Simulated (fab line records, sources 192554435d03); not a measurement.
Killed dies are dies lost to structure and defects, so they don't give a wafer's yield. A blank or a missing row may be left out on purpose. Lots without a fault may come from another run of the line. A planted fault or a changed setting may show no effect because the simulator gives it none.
Split-lot experiment | flow n5_finfet | 7 lots, 39 wafers read, on a route of 1938 steps

THE SPLIT
At N5_FIN_CUT_CUT_ETCH_15 (etches Si in HBr/Cl2/O2, target depth 100 nm, bt time 10 s, time 42.4 s), the setting time_s was moved away from the recipe's 42.4 s on 12 of the 39 wafers read, by -20.6% to +16.3%. The other wafers ran this setting at the recipe's value.

The reading is taken at the split's own step.

THE READING
SOC_of_FIN_CUT_COAT_18.thk_nm (the simulator's own value, which no gauge read), in nm, at N5_FIN_CUT_CUT_ETCH_15 (etches Si in HBr/Cl2/O2, target depth 100 nm, bt time 10 s, time 42.4 s). The file gives no usual value for it. The 27 wafers here that ran the recipe average 170.6 nm, standard deviation 1 nm.

wafer  | tool, chamber at the split | time_s as run, s | against the recipe | SOC_of_FIN_CUT_COAT_18.thk_nm, nm | against lot-mates on the recipe
L077.1 | rie_si-04, 2               | 33.66            | -20.6%             | 177.4                             | +6.8
L077.2 | rie_si-04, 3               | 33.66            | -20.6%             | 176.8                             | +6.2
L077.3 | rie_si-04, 1               | 42.4             | recipe             | 171.2                             | -
L077.4 | rie_si-04, 0               | 33.66            | -20.6%             | 178.2                             | +7.6
L077.5 | rie_si-04, 2               | 42.4             | recipe             | 170.2                             | -
L077.6 | rie_si-04, 1               | 42.4             | recipe             | 170.4                             | -
L080.1 | rie_si-02, 3               | 45.38            | +7.0%              | 169.2                             | -1.7
L080.2 | rie_si-02, 0               | 42.4             | recipe             | 170.2                             | -
L080.3 | rie_si-02, 1               | 42.4             | recipe             | 170.8                             | -
L080.4 | rie_si-02, 2               | 45.38            | +7.0%              | 168.4                             | -2.5
L080.5 | rie_si-02, 1               | 42.4             | recipe             | 171.8                             | -
L080.6 | rie_si-02, 2               | 45.38            | +7.0%              | 167                               | -3.9
L082.1 | rie_si-05, 1               | 42.4             | recipe             | 171.6                             | -
L082.2 | rie_si-05, 3               | 47.92            | +13.0%             | 164.4                             | -6.9
L082.3 | rie_si-05, 0               | 42.4             | recipe             | 170.4                             | -
L082.4 | rie_si-05, 2               | 47.92            | +13.0%             | 167.4                             | -3.9
L082.5 | rie_si-05, 2               | 47.92            | +13.0%             | 167                               | -4.3
L082.6 | rie_si-05, 1               | 42.4             | recipe             | 172                               | -
L088.1 | rie_si-05, 2               | 42.4             | recipe             | 172.4                             | -
L088.2 | rie_si-05, 1               | 42.4             | recipe             | 170.4                             | -
L088.3 | rie_si-05, 3               | 42.4             | recipe             | 171.4                             | -
L090.1 | rie_si-04, 2               | 42.4             | recipe             | 169.2                             | -
L090.2 | rie_si-04, 3               | 42.4             | recipe             | 170                               | -
L090.3 | rie_si-04, 1               | 42.4             | recipe             | 171.4                             | -
L090.4 | rie_si-04, 0               | 42.4             | recipe             | 170.6                             | -
L090.5 | rie_si-04, 2               | 42.4             | recipe             | 170                               | -
L090.6 | rie_si-04, 1               | 42.4             | recipe             | 171                               | -
L091.1 | rie_si-05, 0               | 42.4             | recipe             | 171                               | -
L091.2 | rie_si-05, 1               | 42.4             | recipe             | 170.6                             | -
L091.3 | rie_si-05, 2               | 42.4             | recipe             | 170.8                             | -
L091.4 | rie_si-05, 3               | 42.4             | recipe             | 169.6                             | -
L091.5 | rie_si-05, 1               | 42.4             | recipe             | 170.6                             | -
L091.6 | rie_si-05, 2               | 42.4             | recipe             | 171.8                             | -
L093.1 | rie_si-02, 2               | 42.4             | recipe             | 168.8                             | -
L093.2 | rie_si-02, 3               | 49.33            | +16.3%             | 163.8                             | -4.8
L093.3 | rie_si-02, 0               | 49.33            | +16.3%             | 162.6                             | -6.0
L093.4 | rie_si-02, 1               | 49.33            | +16.3%             | 164.4                             | -4.2
L093.5 | rie_si-02, 3               | 42.4             | recipe             | 169.6                             | -
L093.6 | rie_si-02, 2               | 42.4             | recipe             | 167.4                             | -

THE FIT
A straight line over all 39 wafers: SOC_of_FIN_CUT_COAT_18.thk_nm changes by -0.359 nm for each +1% of time_s; r = -0.94; the points scatter about the line by 1.1 nm.
The same after taking each lot's own level away (the mean of its wafers on the recipe; 39 wafers): -0.338 nm for each +1%; r = -0.96; scatter 0.84 nm.
On that fit, the largest move of time_s shifts the reading by 7 nm.
The lots' own levels span 168.60 to 171.40 nm, that is 2.7 times the standard deviation above.
So the lot-to-lot level changes the slope little: the two slopes agree.
Check: with one of the wafers moved furthest among these (-20.6%) left out of the fit, the line predicts +6.95 nm for it against its lot-mates. It came out at +6.8 nm against them.

THE WHOLE CHAIN: every reading that the file lists as answering this split, in the file's order
step                   | what it does                                                            | reading                                                                        | change (the file's fit)               | r (the file's)
N5_FIN_CUT_CUT_ETCH_15 | etches Si in HBr/Cl2/O2, target depth 100 nm, bt time 10 s, time 42.4 s | etch.depth_nm (the simulator's own value, which no gauge read)                 | +0.919 nm for each +1% of the setting | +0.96
N5_FIN_CUT_CUT_ETCH_15 | etches Si in HBr/Cl2/O2, target depth 100 nm, bt time 10 s, time 42.4 s | FIN_CUT.feature_depth_nm (the simulator's own value, which no gauge read)      | +0.919 nm for each +1% of the setting | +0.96
N5_FIN_CUT_CUT_ETCH_15 | etches Si in HBr/Cl2/O2, target depth 100 nm, bt time 10 s, time 42.4 s | SOC_of_FIN_CUT_COAT_18.thk_nm (the simulator's own value, which no gauge read) | -0.339 nm for each +1% of the setting | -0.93

THE FILE'S OWN FIT
SOC_of_FIN_CUT_COAT_18.thk_nm changes by -0.339 nm for each +1% of time_s, r = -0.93.
